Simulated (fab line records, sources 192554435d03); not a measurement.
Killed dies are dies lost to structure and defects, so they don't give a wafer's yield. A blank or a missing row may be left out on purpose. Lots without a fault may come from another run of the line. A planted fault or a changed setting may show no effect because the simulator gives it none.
Split-lot experiment | flow n5_finfet | 7 lots, 21 wafers read, on a route of 1938 steps

THE SPLIT
At N5_SD_EPI_N_EPI_21 (deposits Si:P, time 690 s), the setting temp_c was moved away from the recipe's 680 C on 7 of the 21 wafers read, by -0.7% to +0.7%. The other wafers ran this setting at the recipe's value.

The reading is taken at the split's own step.

THE READING
Si-P_of_SD_EPI_N_EPI_21.thk_nm (the simulator's own value, which no gauge read), in nm, at N5_SD_EPI_N_EPI_21 (deposits Si:P, time 690 s). The file gives no usual value for it. The 14 wafers here that ran the recipe average 59.2 nm, standard deviation 0.77 nm.

wafer  | tool, chamber at the split | temp_c as run, C | against the recipe | Si-P_of_SD_EPI_N_EPI_21.thk_nm, nm | against lot-mates on the recipe
L075.1 | epi_rpcvd-03, 0            | 680              | recipe             | 58.8                               | -
L075.4 | epi_rpcvd-03, 0            | 675.3            | -0.7%              | 54.2                               | -4.6
L075.5 | epi_rpcvd-03, 0            | 675.3            | -0.7%              | 53.8                               | -5.0
L083.2 | epi_rpcvd-01, 0            | 680              | recipe             | 59                                 | -
L083.4 | epi_rpcvd-01, 0            | 680              | recipe             | 57.8                               | -
L083.6 | epi_rpcvd-01, 0            | 684.5            | +0.7%              | 63.2                               | +4.8
L082.1 | epi_rpcvd-03, 0            | 680              | recipe             | 58.6                               | -
L082.4 | epi_rpcvd-03, 0            | 680              | recipe             | 59                                 | -
L082.5 | epi_rpcvd-03, 0            | 676.7            | -0.5%              | 55.4                               | -3.4
L090.1 | epi_rpcvd-04, 0            | 680              | recipe             | 60.2                               | -
L090.3 | epi_rpcvd-04, 0            | 680              | recipe             | 59                                 | -
L090.6 | epi_rpcvd-04, 0            | 680              | recipe             | 59.8                               | -
L092.1 | epi_rpcvd-04, 0            | 683.3            | +0.5%              | 63.8                               | +4.2
L092.2 | epi_rpcvd-04, 0            | 683.3            | +0.5%              | 63.2                               | +3.6
L092.4 | epi_rpcvd-04, 0            | 680              | recipe             | 59.6                               | -
L094.1 | epi_rpcvd-01, 0            | 680              | recipe             | 58.6                               | -
L094.6 | epi_rpcvd-01, 0            | 680              | recipe             | 58.6                               | -
L094.2 | epi_rpcvd-01, 0            | 680              | recipe             | 58.8                               | -
L096.2 | epi_rpcvd-04, 0            | 680              | recipe             | 60.6                               | -
L096.4 | epi_rpcvd-04, 0            | 683.9            | +0.6%              | 64.6                               | +4.1
L096.6 | epi_rpcvd-04, 0            | 680              | recipe             | 60.4                               | -

THE FIT
A straight line over all 21 wafers: Si-P_of_SD_EPI_N_EPI_21.thk_nm changes by +7.79 nm for each +1% of temp_c; r = +0.96; the points scatter about the line by 0.77 nm.
The same after taking each lot's own level away (the mean of its wafers on the recipe; 21 wafers): +7.24 nm for each +1%; r = +0.99; scatter 0.34 nm.
On that fit, the largest move of temp_c shifts the reading by 5 nm.
The lots' own levels span 58.40 to 60.50 nm, that is 2.7 times the standard deviation above.
So the lot-to-lot level changes the slope little: the two slopes agree.
Check: with one of the wafers moved furthest among these (-0.7%) left out of the fit, the line predicts -5.06 nm for it against its lot-mates. It came out at -4.6 nm against them.

OTHER SPLITS ON THESE WAFERS
These wafers also went through other splits before the reading. Each is held against what the fit with the lots' levels taken away leaves over:
other split on the same wafers        | wafers away from the commonest value | r with Si-P_of_SD_EPI_N_EPI_21.thk_nm (lot level and that fit taken away)
N5_WELL_APT_EXPOSE_05 dose_mj         | 7                                    | +0.13
N5_WELL_APT_DEVELOP_07 develop_time_s | 6                                    | -0.27
N5_FIN_SAQP_HM_DEP_03 time_s          | 7                                    | +0.39
N5_FIN_SAQP_HM_DEP_72 time_s          | 6                                    | +0.19
N5_FIN_SAQP_SPACER1_ALD_24 temp_c     | 11                                   | -0.38
N5_SD_EPI_N_ETCH_45 target_depth_a    | 10                                   | -0.03

THE WHOLE CHAIN: every reading that the file lists as answering this split, in the file's order
step                    | what it does              | reading                                                                         | change (the file's fit)              | r (the file's)
N5_SD_EPI_N_EPI_21      | deposits Si:P, time 690 s | Si-P_of_SD_EPI_N_EPI_21.thk_nm (the simulator's own value, which no gauge read) | +7.22 nm for each +1% of the setting | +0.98
N5_SD_EPI_N_EPI_MEAS_23 |                           | thk_nm                                                                          | withheld for each +1% of the setting | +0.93

THE FILE'S OWN FIT
Si-P_of_SD_EPI_N_EPI_21.thk_nm changes by +7.22 nm for each +1% of temp_c, r = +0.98.
